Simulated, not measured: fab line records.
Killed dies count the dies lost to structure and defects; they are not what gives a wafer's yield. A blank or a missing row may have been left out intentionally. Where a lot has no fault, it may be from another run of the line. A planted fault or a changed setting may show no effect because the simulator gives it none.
Split-lot experiment | flow n5Finfet | 7 lots, 39 wafers read, on a route of 1938 steps

THE SPLIT ITSELF
At N5_FIN_SAQP_HM_DEP_72 (deposits SiO2 from SiH4/N2O, target thk 12 nm, time 7.2 s), the setting timeS was moved away from the recipe's 7.2 s on 12 of the 39 wafers read, by -12.4% to +12.7%. The other wafers ran this setting at the recipe's value.

FROM THE SPLIT TO THE READING: what the file shows between them, 4 steps
- N5_FIN_SAQP_COAT_49: time 60 s, resist thk 100 nm
- N5_FIN_SAQP_COAT_50: time 60 s, resist thk 35 nm
- N5_FIN_SAQP_ETCH_52: etches SOC in N2/H2, target depth 100 nm, overetch 20 nm, time 150 s
- N5_FIN_SAQP_STRIP_53: strips in N2/H2

THE READING
etch.depthNm (the simulator's own value, which no gauge read), in nm, at N5_FIN_SAQP_HM_OPEN_73 (chemistry CHF3/O2, target SiO2, stops on a-Si, target depth 12 nm, time 16.8 s). No usual value for it is given in the file. Here, 27 wafers ran the recipe; their average is 12.04 nm with a standard deviation of 0.15 nm.

wafer  | tool, chamber at the split | timeS as run, s | against the recipe | etch.depthNm, nm | against lot-mates on the recipe
L079.1 | pecvd-02, 1                | 7.2             | recipe             | 12.03            | -
L079.2 | pecvd-02, 2                | 7.2             | recipe             | 11.89            | -
L079.3 | pecvd-02, 0                | 7.2             | recipe             | 11.86            | -
L079.4 | pecvd-02, 1                | 7.2             | recipe             | 12.05            | -
L079.5 | pecvd-02, 0                | 7.2             | recipe             | 12.21            | -
L079.6 | pecvd-02, 2                | 7.2             | recipe             | 12               | -
L084.1 | pecvd-03, 0                | 7.2             | recipe             | 11.95            | -
L084.2 | pecvd-03, 2                | 7.2             | recipe             | 11.7             | -
L084.3 | pecvd-03, 1                | 8.118           | +12.7%             | 13.25            | +1.39
L084.4 | pecvd-03, 1,0              | 8.118           | +12.7%             | 13.62            | +1.76
L084.5 | pecvd-03, 1,0              | 8.118           | +12.7%             | 13.62            | +1.76
L084.6 | pecvd-03, 2                | 7.2             | recipe             | 11.92            | -
L086.1 | pecvd-03, 0                | 6.307           | -12.4%             | 10.64            | -1.46
L086.2 | pecvd-03, 1                | 7.2             | recipe             | 12.02            | -
L086.3 | pecvd-03, 2                | 7.2             | recipe             | 12               | -
L086.4 | pecvd-03, 2                | 6.307           | -12.4%             | 10.67            | -1.43
L086.5 | pecvd-03, 0                | 6.307           | -12.4%             | 10.75            | -1.35
L086.6 | pecvd-03, 1                | 7.2             | recipe             | 12.29            | -
L088.1 | pecvd-04, 2                | 7.856           | +9.1%              | 13.32            | +1.13
L088.2 | pecvd-04, 1                | 7.856           | +9.1%              | 13.11            | +0.92
L088.3 | pecvd-04, 0                | 7.2             | recipe             | 12.1             | -
L088.4 | pecvd-04, 1                | 7.856           | +9.1%              | 13.35            | +1.16
L088.5 | pecvd-04, 2                | 7.2             | recipe             | 12.39            | -
L088.6 | pecvd-04, 0                | 7.2             | recipe             | 12.09            | -
L090.1 | pecvd-02, 1                | 7.626           | +5.9%              | 12.73            | +0.55
L090.2 | pecvd-02, 2                | 7.2             | recipe             | 12.16            | -
L090.3 | pecvd-02, 0                | 7.626           | +5.9%              | 12.52            | +0.34
L090.4 | pecvd-02, 2                | 7.626           | +5.9%              | 12.96            | +0.78
L090.5 | pecvd-02, 0                | 7.2             | recipe             | 12.2             | -
L090.6 | pecvd-02, 1                | 7.2             | recipe             | 12.19            | -
L092.2 | pecvd-02, 1                | 7.2             | recipe             | 12.06            | -
L092.3 | pecvd-02, 0                | 7.2             | recipe             | 11.92            | -
L092.5 | pecvd-02, 2                | 7.2             | recipe             | 12.23            | -
L093.1 | pecvd-02, 1                | 7.2             | recipe             | 11.86            | -
L093.2 | pecvd-02, 0                | 7.2             | recipe             | 11.83            | -
L093.3 | pecvd-02, 2                | 7.2             | recipe             | 11.96            | -
L093.4 | pecvd-02, 2                | 7.2             | recipe             | 12.18            | -
L093.5 | pecvd-02, 1                | 7.2             | recipe             | 12.02            | -
L093.6 | pecvd-02, 0                | 7.2             | recipe             | 12.01            | -
Where a row lists several chambers, the file gives one row for several wafers and doesn't say which wafer went through which chamber.

THE FIT
A straight line over all 39 wafers: etch.depthNm changes by +0.116 nm for each +1% of timeS; r = +0.97; the points scatter about the line by 0.16 nm.
The same after taking each lot's own level away (the mean of its wafers on the recipe; 39 wafers): +0.118 nm for each +1%; r = +0.98; scatter 0.14 nm.
According to that fit, moving timeS by its largest amount changes the reading by 1.5 nm.
From 11.857 to 12.193 nm: that is the span of the lots' own levels, equal to 2.2 times the standard deviation above.
Consequently the slope shifts little with the lot-to-lot level, the two slopes agreeing.
Check: with one of the wafers moved furthest among these (+12.7%) left out of the fit, the line predicts +1.53 nm for it against its lot-mates. It came out at +1.39 nm against them.

THE WHOLE CHAIN: every reading that the file lists as answering this split, in the file's order
step                   | what it does                                                                   | reading                                                                           | change (the file's fit)               | r (the file's)
N5_FIN_SAQP_HM_DEP_72  | deposits SiO2 from SiH4/N2O, target thk 12 nm, time 7.2 s                      | SiO2_of_FIN_SAQP_HM_DEP_72.thkNm (the simulator's own value, which no gauge read) | +0.118 nm for each +1% of the setting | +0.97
N5_FIN_SAQP_HM_OPEN_73 | chemistry CHF3/O2, target SiO2, stops on a-Si, target depth 12 nm, time 16.8 s | etch.depthNm (the simulator's own value, which no gauge read)                     | +0.118 nm for each +1% of the setting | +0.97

THE FILE'S OWN FIT
etch.depthNm changes by +0.118 nm for each +1% of timeS, r = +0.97.
